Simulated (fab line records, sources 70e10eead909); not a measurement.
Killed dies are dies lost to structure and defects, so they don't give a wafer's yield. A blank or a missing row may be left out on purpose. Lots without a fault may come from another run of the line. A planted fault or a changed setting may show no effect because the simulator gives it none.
Chamber matching | flow nand_harc | NHARC_A_STAIRCASE_DESCUM_11 on rie_diel-12: 4 sister chambers
The step chemistry O2, time 3 s. 18 wafers are shown with their chamber, then 9 later ones without.

WAFERS WITH THEIR CHAMBER
wafer  | chamber | drypump_motor_current_A (A) | showerhead_plenum_p_Torr (Torr) | oes_product_au (a.u.)
L075.2 | 0       | 5.0                         | 1.87                            | 1.002
L075.5 | 2       | 5.4                         | 1.98                            | 1.010
L075.6 | 3       | 6.1                         | 1.86                            | 1.011
L077.2 | 1       | 5.5                         | 1.96                            | 0.989
L077.5 | 0       | 5.0                         | 1.87                            | 1.005
L077.6 | 3       | 6.1                         | 1.86                            | 0.997
L078.1 | 0       | 5.0                         | 1.86                            | 1.004
L078.4 | 2       | 5.5                         | 1.97                            | 1.010
L078.6 | 1       | 5.5                         | 1.96                            | 0.993
L079.1 | 3       | 6.1                         | 1.86                            | 0.997
L079.3 | 2       | 5.4                         | 1.97                            | 1.001
L079.5 | 0       | 5.0                         | 1.86                            | 1.011
L080.1 | 0       | 5.0                         | 1.86                            | 0.999
L080.2 | 1       | 5.5                         | 1.96                            | 0.996
L080.3 | 3       | 6.1                         | 1.86                            | 0.991
L081.1 | 3       | 6.1                         | 1.86                            | 1.008
L081.3 | 0       | 5.0                         | 1.86                            | 1.003
L081.6 | 1       | 5.5                         | 1.95                            | 0.995

SIGNATURES (means of the wafers above)
reading                  | chamber 0 | chamber 1 | chamber 2 | chamber 3 | scatter within a chamber
drypump_motor_current_A  | 5.000     | 5.500     | 5.433     | 6.100     | 0.0218
showerhead_plenum_p_Torr | 1.8633    | 1.9575    | 1.9733    | 1.8600    | 0.00443
oes_product_au           | 1.00400   | 0.99325   | 1.00700   | 1.00080   | 0.00563
Rule: a wafer's distance from a chamber is the root of the sum, over the readings, of the square of ((its reading less the chamber's mean) divided by the reading's scatter). The wafer belongs to the nearest chamber; if the next one is less than 2 further off, it can't be placed. The scatter: the root of (the sum of the squares of (reading less its chamber's mean) over the shown wafers, divided by (wafers less chambers)).

WAFERS WITHOUT THEIR CHAMBER
wafer  | drypump_motor_current_A (A) | showerhead_plenum_p_Torr (Torr) | oes_product_au (a.u.)
L087.1 | 5.0                         | 1.85                            | 1.004
L087.2 | 5.4                         | 1.96                            | 0.995
L087.3 | 6.1                         | 1.85                            | 1.000
L092.1 | 5.0                         | 1.85                            | 1.002
L092.4 | 5.5                         | 1.95                            | 0.998
L092.6 | 6.1                         | 1.84                            | 0.987
L095.1 | 5.5                         | 1.94                            | 0.993
L095.4 | 6.1                         | 1.84                            | 0.988
L095.5 | 5.0                         | 1.85                            | 0.998

WHICH CHAMBER EACH WENT THROUGH
wafer  | from the rows above     | in truth
L087.1 | 0                       | 0
L087.2 | can't be placed: 2 or 1 | 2
L087.3 | 3                       | 3
L092.1 | 0                       | 0
L092.4 | 1                       | 1
L092.6 | 3                       | 3
L095.1 | 1                       | 1
L095.4 | 3                       | 3
L095.5 | 0                       | 0
Placed correctly: 8 of 9. Can't be placed from these rows: 1 (the true chamber is among the candidates in 1). Placed wrongly: 0.
